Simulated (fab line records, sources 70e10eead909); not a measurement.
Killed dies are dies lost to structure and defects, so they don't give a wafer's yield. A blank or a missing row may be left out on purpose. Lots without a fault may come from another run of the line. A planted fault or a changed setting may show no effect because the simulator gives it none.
A struck lot beside a sound one | flow nand_harc | 39 steps out of a route of 1302
Sound: wafers L286.1, L286.2, L286.5. Struck: wafer L273.2. (L273.1, L273.6 of the same lot were not struck and are left out.) The cause comes at the end.
At each step with rows: each side's tool, then ch and its chambers, then its first start. Under that, the readings that differ: sound wafers | struck wafers | difference of the means | sigmas: that difference in standard deviations of wafers without a fault.
alike: readings whose means differ by less than 2 such deviations, and words and numbers that are the same on both sides. not compared: withheld readings, readings that some wafer has no value for, bounds like >300 that may hide the same value, and numbers for which the record gives no deviation and whose values overlap.
The two part at a step that has a row with sigmas, a row that says differs or no value, or rows on one side only. Numbers that don't overlap but have no deviation are shown without sigmas and don't part them. A reading that every wafer of one side lacks parts them only if that side has two wafers or more.

first, 8 steps without rows for these wafers: NHARC_A_BONDPAD_HMDS_02 (time 30 s); NHARC_A_BONDPAD_COAT_33 (time 65 s); NHARC_A_BONDPAD_COAT_03 (resist thk 600 nm); NHARC_A_BONDPAD_SOFTBAKE_04 (time 70 s); NHARC_A_BONDPAD_EBR_05; NHARC_A_BONDPAD_EXPOSE_06 (exposes mask A BPAD); NHARC_A_BONDPAD_PEB_07 (peb time 80 s); NHARC_A_BONDPAD_DEVELOP_08 (time 50 s).
NHARC_A_BONDPAD_CD_MEAS_09: target cd 500 nm.
  sound on cd_sem-02 ch 0, day 28 00:19; struck on cd_sem-01 ch 0, day 24 09:33
  alike: cd_nm
NHARC_A_BONDPAD_OVL_MEAS_35:
  sound on overlay-01, day 28 00:25; struck on overlay-01, day 24 09:38
  alike: overlay_x_nm, overlay_y_nm
then, 2 steps without rows for these wafers: NHARC_A_BONDPAD_HARDBAKE_10 (time 65 s); NHARC_A_BONDPAD_DESCUM_11 (chemistry O2, time 3 s).
NHARC_A_BONDPAD_ETCH_34: etches the open film in N2/H2, target depth 60 nm, overetch 18 nm, time 65.91 s.
  sound on rie_diel-13 ch 0,1, day 28 00:37; struck on rie_diel-13 ch 1, day 24 09:52
  alike: drypump_motor_current_A, oes_product_au, rf_vpp_V, showerhead_plenum_p_Torr, throttle_valve_pct
  not compared: rf_hours_counter_h
NHARC_A_BONDPAD_ETCH_12: etches the open film in CHF3/O2, target depth 220 nm, time 110 s.
  sound on rie_diel-13 ch 1,2; struck on rie_diel-13 ch 1
  alike: drypump_motor_current_A, oes_product_au, rf_vpp_V, showerhead_plenum_p_Torr, throttle_valve_pct
  not compared: rf_hours_counter_h
NHARC_A_BONDPAD_CD_MEAS_13:
  sound on cd_sem-03, day 28 00:51; struck on cd_sem-02, day 24 10:05
  alike: cd_nm
then, 4 steps without rows for these wafers: NHARC_A_BONDPAD_STRIP_15 (strips in O2); NHARC_A_BONDPAD_ETCH_24 (etches the open film in CF4/N2, target depth 30 nm, time 72.99 s); NHARC_A_BONDPAD_STRIP_16 (strips in post etch residue remover, time 600 s); NHARC_A_BONDPAD_DEGAS_25 (time 60 s).
NHARC_A_BONDPAD_PRE_CLEAN_26: time 30 s.
  sound on pvd_sputter-03; struck on pvd_sputter-02
  reading              | sound | struck | difference                   | sigmas
  susceptor_temp_C (C) | - - - | 279.64 | no value on the sound wafers |
  alike: heater_power_w
NHARC_A_BONDPAD_PVD_17: deposits TaN, target thk 5 nm, time 8.06 s.
  sound on pvd_sputter-03; struck on pvd_sputter-02
  alike: throttle_valve_pct
NHARC_A_BONDPAD_PVD_27: deposits Cu, target thk 30 nm, time 20.49 s.
  sound on pvd_sputter-03; struck on pvd_sputter-02
  alike: throttle_valve_pct
then, 3 steps without rows for these wafers: NHARC_A_BONDPAD_ECD_18 (material Cu, target thk 400 nm); NHARC_A_BONDPAD_ANNEAL_28 (time 90 s); NHARC_A_BONDPAD_CMP_19 (polishes, t overpolish 30 s, cu recess touch 16 s, target thk 169.82 nm).
NHARC_A_BONDPAD_THK_MEAS_20: measures by xrf.
  sound on film_metro-02, day 28 02:52; struck on film_metro-01, day 24 12:07
  alike: thk_nm
then, 1 step without rows for these wafers: NHARC_A_BONDPAD_SRD_21 (time 30 s, dry time 20 s).
NHARC_HYBRID_BOND_ACTIVATE_00: chemistry N2, time 60 s.
  sound on rie_diel-08 ch 0,1,3, day 28 03:09; struck on rie_diel-09 ch 3, day 24 12:23
  reading                     | sound          | struck | difference | sigmas
  drypump_motor_current_A (A) | 5.6 5.0 5.8    | 6.8    | +1.3       | +2
  rf_vpp_V (V)                | 62.5 63.4 63.5 | 65.6   | +2.5       | +3
  alike: oes_product_au, showerhead_plenum_p_Torr
  not compared: rf_hours_counter_h
then, 4 steps without rows for these wafers: NHARC_HYBRID_BOND_PRECLEAN_01 (cleans in DIW, time 300 s); NHARC_HYBRID_BOND_SRD_02 (time 30 s, dry time 20 s); NHARC_HYBRID_BOND_BOND_03; NHARC_HYBRID_BOND_ANNEAL_04 (time 7200 s).
NHARC_HYBRID_BOND_OVL_MEAS_05:
  sound on overlay-01, day 28 13:29; struck on overlay-01, day 24 22:30
  reading           | sound    | struck | difference | sigmas
  overlay_y_nm (nm) | 5 33 -20 | -62    | -68        | -2
  alike: overlay_x_nm
then, 2 steps without rows for these wafers: NHARC_THIN_TSV_GRIND_00; NHARC_THIN_TSV_CMP_01 (polishes).
NHARC_THIN_TSV_THK_MEAS_02: measures by ir.
  sound on film_metro-02, day 28 15:11; struck on film_metro-01, day 25 00:13
  alike: thk_nm
then, 2 steps without rows for these wafers: NHARC_THIN_TSV_SRD_03; NHARC_THIN_TSV_PRECLEAN_41 (cleans in SC1).
NHARC_END_SORT_01:
  the record has rows for the struck wafers here (prober-02 ch 0, day 26 17:53) and none for the sound ones

WHERE THEY PART
First at NHARC_A_BONDPAD_PRE_CLEAN_26; last, within this record, at NHARC_END_SORT_01.

WHY: what the simulator had put in
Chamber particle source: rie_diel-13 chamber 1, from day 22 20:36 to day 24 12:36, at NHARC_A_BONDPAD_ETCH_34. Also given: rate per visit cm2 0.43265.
